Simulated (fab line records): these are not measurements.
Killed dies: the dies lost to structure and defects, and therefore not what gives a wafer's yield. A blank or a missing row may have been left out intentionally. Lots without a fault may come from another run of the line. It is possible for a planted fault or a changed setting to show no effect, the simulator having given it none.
A lot that was struck, set against a sound lot	flow n5_finfet	16 out of 1938 route steps
Sound: wafers L334.3, L334.4, L334.6. Struck: wafer L323.3. (L323.5, L323.6 of the same lot were not struck and are left out.) The cause comes at the end.
For every step that has rows: the tool of each side, followed by ch and its chambers, followed by its first start. Under that, the readings that differ: sound wafers	struck wafers	difference of the means	sigmas: that difference in standard deviations of wafers without a fault.
alike: a reading whose means differ by less than 2 such deviations, as well as words and numbers matching on both sides. not compared: withheld readings; readings where some wafer has no value; bounds like >300 that might hide an equal value; numbers whose values overlap and for which the record gives no deviation.
Wherever a step has rows on one side only, a row that says differs or no value, or a row with sigmas, the two part there. Non-overlapping numbers with no deviation appear without sigmas and do not part them. A reading that every wafer of one side lacks parts them only if that side has two wafers or more.

first, 8 steps without rows for these wafers: N5_HKMG_FIN_COAT_41 (time 60 s, resist thk 300 nm); N5_HKMG_FIN_COAT_42 (time 60 s, resist thk 35 nm); N5_HKMG_FIN_COAT_43 (resist thk 90 nm); N5_HKMG_FIN_EBR_45; N5_HKMG_FIN_SOFTBAKE_44 (time 60 s); N5_HKMG_FIN_EXPOSE_46 (exposes mask NDIPOLE); N5_HKMG_FIN_PEB_47 (peb time 60 s); N5_HKMG_FIN_DEVELOP_48 (develop time 30 s).
N5_HKMG_FIN_CD_MEAS_49 targets a cd of 202 nm.
  sound on cd_sem-03 ch 0, day 8 12:16; struck on cd_sem-02 ch 0, day 5 17:19
  alike: cd_nm
N5_HKMG_FIN_OVL_MEAS_50:
  sound on overlay-02 ch 0, day 8 12:17; struck on overlay-01 ch 0, day 5 17:21
  alike: NDIPOLE_OVL
N5_HKMG_FIN_INSPECT_61: inspects for defects (macro).
  sound: defect_inspect-02 at day 8 12:19; struck: defect_inspect-01 at day 5 17:22
  alike: raw_defect_count
N5_HKMG_FIN_DESCUM_53: chemistry O2, time 7.9 s.
  sound on rie_diel-02 ch 1,3, day 8 12:21; struck on rie_diel-02 ch 1, day 5 17:25
reading	sound	struck	difference	sigmas
o2_flow_sccm (sccm)	224.4 223.5 225.1	225.8	+1.5	+2
  alike: drypump_motor_current_A, oes_product_au, rf_vpp_V, showerhead_plenum_p_Torr, temp_c, throttle_valve_pct
  not compared: rf_hours_counter_h
N5_HKMG_FIN_ETCH_54: etches SiARC in CF4, target depth 45.5 nm, time 75.8 s.
  sound on rie_diel-02 ch 1,3, day 8 12:23; struck on rie_diel-02 ch 1, day 5 17:26
reading	sound	struck	difference	sigmas
etch_rf_on_time_s (s)	75.7 78.6 76.5	93.3	+16.4	+18
  alike: bias_w, drypump_motor_current_A, oes_product_au, rf_vpp_V, showerhead_plenum_p_Torr, throttle_valve_pct
  not compared: rf_hours_counter_h
N5_HKMG_FIN_ETCH_55: etches SOC in N2/H2, target depth 240 nm, time 300 s.
  sound on rie_diel-02 ch 1,3, day 8 12:26; struck on rie_diel-02 ch 1, day 5 17:30
reading	sound	struck	difference	sigmas
temp_c (C)	39.97 40.13 39.78	40.30	+0.34	+3
  alike: bias_w, drypump_motor_current_A, oes_product_au, rf_vpp_V, showerhead_plenum_p_Torr, throttle_valve_pct
  not compared: rf_hours_counter_h
-- a jump in the record: the struck wafers' starts before and after are 7 days apart (it breaks off in module HKMG_FIN and resumes in module BEOL_M4, where the first step shown is number 1111 of the route) --
N5_BEOL_M4_RC_MEAS_101:
  sound on prober-02 ch 0, day 17 01:40; struck on prober-02 ch 0, day 13 01:53
  alike: DIBL_N, DIBL_P, IOFF_N, IOFF_P, ION_N, ION_P, SS_N, SS_P, VT_N, VT_P
-- here the record skips 4 days between the struck wafers' starts before and after, leaving off in module BEOL_M4 and picking up in module PASSIVATION (first step shown: number 1936 of the route) --
N5_PASSIVATION_PROBE_49:
  rows exist in the record for the struck wafers here (prober-01, day 17 04:38), but not for the sound ones

== WHERE THEY PART ==
At N5_HKMG_FIN_DESCUM_53 first; at N5_PASSIVATION_PROBE_49 last (within this record only).

WHY: whatever the simulator had introduced
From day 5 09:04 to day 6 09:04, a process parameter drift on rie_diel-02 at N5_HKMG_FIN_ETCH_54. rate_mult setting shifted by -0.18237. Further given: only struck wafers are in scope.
